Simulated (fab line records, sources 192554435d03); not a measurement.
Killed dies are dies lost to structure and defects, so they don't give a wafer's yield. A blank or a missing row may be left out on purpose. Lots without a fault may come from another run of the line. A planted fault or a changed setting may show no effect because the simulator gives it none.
A struck lot beside a sound one | flow n5_finfet | 39 steps out of a route of 1938
Sound: wafers L204.1, L204.3, L204.5. Struck: wafers L224.3, L224.4, L224.5. The cause comes at the end.
At each step with rows: each side's tool, then ch and its chambers, then its first start. Under that, the readings that differ: sound wafers | struck wafers | difference of the means | sigmas: that difference in standard deviations of wafers without a fault.
alike: readings whose means differ by less than 2 such deviations, and words and numbers that are the same on both sides. not compared: withheld readings, readings that some wafer has no value for, bounds like >300 that may hide the same value, and numbers for which the record gives no deviation and whose values overlap.
The two part at a step that has a row with sigmas, a row that says differs or no value, or rows on one side only. Numbers that don't overlap but have no deviation are shown without sigmas and don't part them. A reading that every wafer of one side lacks parts them only if that side has two wafers or more.

N5_BEOL_M13_OCD_MEAS_35:
  sound on ocd-02, day 12 02:28; struck on ocd-02, day 17 14:57
  alike: trench_depth_nm
then, 1 step without rows for these wafers: N5_BEOL_M13_STRIP_37 (strips in N2/H2).
N5_BEOL_M13_ETCH_38: etches SiCN in CF4/N2, target depth 67.5 nm, time 71.9 s.
  sound on rie_diel-02 ch 0,3, day 12 03:23; struck on rie_diel-05 ch 0,1,3, day 17 15:23
  alike: drypump_motor_current_A, oes_product_au, rf_fwd_power_W, rf_vpp_V, showerhead_plenum_p_Torr, throttle_valve_pct
  not compared: rf_hours_counter_h
then, 3 steps without rows for these wafers: N5_BEOL_M13_PRECLEAN_39 (cleans in residue remover, time 60 s); N5_BEOL_M13_SRD_40 (time 30 s, dry time 30 s); N5_BEOL_M13_DEGAS_41 (time 60 s).
N5_BEOL_M13_PRE_CLEAN_42: time 30 s.
  sound on pvd_sputter-03, day 12 03:52; struck on pvd_sputter-02, day 17 15:50
  alike: heater_power_w
then, 1 step without rows for these wafers: N5_BEOL_M13_SPUTTER_43 (material TaN, target thk 15 nm, time 24.19 s).
N5_BEOL_M13_SPUTTER_44: material Ta, target thk 10 nm, time 16.13 s.
  sound on pvd_sputter-03, day 12 03:59; struck on pvd_sputter-02, day 17 15:57
  alike: throttle_valve_pct
then, 3 steps without rows for these wafers: N5_BEOL_M13_SPUTTER_45 (material Cu, target thk 80 nm, time 13.33 s); N5_BEOL_M13_ECD_47 (material Cu, target thk 936 nm); N5_BEOL_M13_ANNEAL_48 (time 90 s).
N5_BEOL_M13_CMP_49: polishes, stops on SiOC, t overpolish 17.1 s, target thk 420 nm.
  sound on cmp-04 ch 0,3, day 12 04:40; struck on cmp-03 ch 1,2,3, day 17 17:02
  alike: barrier_field_endpoint_s, motor_current_A, overpolish_run_s, platen_rpm, slurry_filter_dp_kPa
then, 2 steps without rows for these wafers: N5_BEOL_M13_PRE_CLEAN_52 (time 15 s); N5_BEOL_M13_DEP_53 (deposits SiCN from 3MS/NH3, target thk 50 nm, time 17.8 s).
N5_BEOL_M14_ILD_DEP_00: deposits SiO2 from TEOS/O2, target thk 1119.3 nm, time 237.4 s.
  sound on pecvd-01 ch 0,2, day 12 05:09; struck on pecvd-01 ch 1,2, day 17 17:31
  alike: chamber_pressure_Torr, heater_power_w, rf_fwd_power_W, showerhead_plenum_p_Torr, throttle_valve_pct
  not compared: since_wet_clean_h
N5_BEOL_M14_THK_MEAS_01:
  sound on film_metro-02, day 12 05:20; struck on film_metro-02, day 17 17:43
  alike: M14_ILD_THK
then, 8 steps without rows for these wafers: N5_BEOL_M14_COAT_58 (time 60 s, resist thk 89 nm); N5_BEOL_M14_COAT_04 (resist thk 800 nm); N5_BEOL_M14_EBR_06; N5_BEOL_M14_SOFTBAKE_05 (time 60 s); N5_BEOL_M14_EXPOSE_07 (exposes mask V13); N5_BEOL_M14_PEB_08 (peb time 90 s); N5_BEOL_M14_DEVELOP_09 (develop time 45 s); N5_BEOL_M14_HARDBAKE_14 (time 120 s).
N5_BEOL_M14_CD_MEAS_10: target cd 250 nm.
  sound on cd_sem-01 ch 0, day 12 05:39; struck on cd_sem-02 ch 0, day 17 18:01
  alike: cd_nm
N5_BEOL_M14_OVL_MEAS_11:
  sound on overlay-01 ch 0, day 12 05:41; struck on overlay-01 ch 0, day 17 18:03
  alike: V13_OVL
then, 4 steps without rows for these wafers: N5_BEOL_M14_DESCUM_15 (chemistry O2, time 7.9 s); N5_BEOL_M14_ETCH_59 (etches BARC in N2/H2, target depth 89 nm, overetch 26.7 nm, time 67.9 s); N5_BEOL_M14_VIA_ETCH_16 (etches SiO2 in C4F8/O2/Ar, target depth 1231.3 nm); N5_BEOL_M14_STRIP_63 (strips in O2).
N5_BEOL_M14_STRIP_64: strips in O2.
  sound on rie_diel-06 ch 0,1,3; struck on rie_diel-04 ch 0,1,3
  alike: drypump_motor_current_A, oes_product_au, rf_vpp_V, showerhead_plenum_p_Torr, throttle_valve_pct
  not compared: rf_hours_counter_h
then, 2 steps without rows for these wafers: N5_BEOL_M14_STRIP_71 (strips in post etch residue remover, time 60 s); N5_BEOL_M14_SRD_72 (time 30 s, dry time 30 s).
N5_BEOL_M14_CD_MEAS_17: target cd 250 nm.
  sound on cd_sem-03, day 12 06:11; struck on cd_sem-02, day 17 18:33
  alike: cd_nm
then, 3 steps without rows for these wafers: N5_BEOL_M14_COAT_65 (time 60 s, resist thk 450 nm); N5_BEOL_M14_COAT_66 (time 60 s, resist thk 110 nm); N5_BEOL_M14_COAT_22 (resist thk 300 nm).
N5_PASSIVATION_PROBE_49:
  sound on prober-01, day 13 06:07; struck on prober-02, day 18 16:32
  reading                  | sound          | struck         | difference | sigmas
  defect_limited_yield (%) | 92.5 92.5 89.8 | 35.8 36.7 34.6 | -55.9      | -40
  killed_at_M4_up          | 8 14 14        | 703 660 713    | +680       | +99 or more
  killed_at_contacts       | 24 21 26       | 9 8 4          | -17        | -3
  killed_dies              | 88 88 120      | 757 747 772    | +660       | +39
  killed_on_rim            | 10 9 16        | 100 102 99     | +89        | +21
  sort_bin_5_function (%)  | 4.2 4.8 6.1    | 41.9 43.6 43.0 | +37.8      | +39
  sort_bin_6_memory (%)    | 2.9 2.5 3.6    | 16.9 15.7 17.8 | +13.8      | +21
  sort_n_pass              | 1092 1092 1060 | 423 433 408    | -660       | -39
  sort_yield_pct (%)       | 92.5 92.5 89.8 | 35.8 36.7 34.6 | -55.9      | -40
  alike: killed_at_M0_to_M3, killed_at_front_end, killed_at_other, killed_open, killed_short

WHERE THEY PART
Only at N5_PASSIVATION_PROBE_49, within this record.

WHY: what the simulator had put in
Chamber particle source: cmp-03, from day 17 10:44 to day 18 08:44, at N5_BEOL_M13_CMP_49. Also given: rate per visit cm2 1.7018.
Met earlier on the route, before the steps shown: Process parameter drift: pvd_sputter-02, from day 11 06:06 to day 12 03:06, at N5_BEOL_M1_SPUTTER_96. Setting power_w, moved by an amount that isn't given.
